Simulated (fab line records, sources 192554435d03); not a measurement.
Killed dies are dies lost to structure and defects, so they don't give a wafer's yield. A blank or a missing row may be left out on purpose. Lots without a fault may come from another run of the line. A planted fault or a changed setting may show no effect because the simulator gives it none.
Chamber matching | flow n5_finfet | N5_BEOL_M6_DESCUM_16 on rie_diel-01: 4 sister chambers
The step chemistry O2, time 7.9 s. 8 wafers are shown with their chamber, then 9 later ones without.

WAFERS WITH THEIR CHAMBER
wafer  | chamber | throttle_valve_pct (%) | showerhead_plenum_p_Torr (Torr)
L074.5 | 2       | 20.60                  | 2.12
L081.6 | 1       | 20.27                  | 2.11
L087.2 | 0       | 20.54                  | 2.10
L087.3 | 3       | 20.64                  | 2.06
L087.6 | 0       | 20.56                  | 2.10
L089.1 | 2       | 20.65                  | 2.10
L089.4 | 1       | 20.31                  | 2.11
L089.6 | 3       | 20.65                  | 2.06

WAFERS WITHOUT THEIR CHAMBER
wafer  | throttle_valve_pct (%) | showerhead_plenum_p_Torr (Torr)
L090.3 | 20.63                  | 2.06
L090.4 | 20.57                  | 2.10
L090.6 | 20.30                  | 2.11
L092.3 | 20.33                  | 2.11
L092.5 | 20.68                  | 2.10
L092.6 | 20.66                  | 2.05
L097.3 | 20.70                  | 2.09
L097.4 | 20.35                  | 2.10
L097.5 | 20.61                  | 2.09

WHICH CHAMBER EACH WENT THROUGH
wafer  | from the rows above          | in truth
L090.3 | 3                            | 3
L090.4 | can't be placed: 0 or 2      | 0
L090.6 | 1                            | 1
L092.3 | 1                            | 1
L092.5 | 2                            | 2
L092.6 | 3                            | 3
L097.3 | can't be placed: 2 or 3      | 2
L097.4 | 1                            | 1
L097.5 | can't be placed: 0 or 2 or 3 | 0
Placed correctly: 6 of 9. Can't be placed from these rows: 3 (the true chamber is among the candidates in 3). Placed wrongly: 0.
How it was worked out, from the rows above alone: a wafer's distance from a chamber is the root of the sum, over the readings, of the square of ((its reading less the chamber's mean) divided by the reading's scatter). The wafer belongs to the nearest chamber; if the next one is less than 2 further off, it can't be placed. A chamber's mean is the mean of its shown wafers. The scatter: the root of (the sum of the squares of (reading less its chamber's mean) over the shown wafers, divided by (wafers less chambers)).
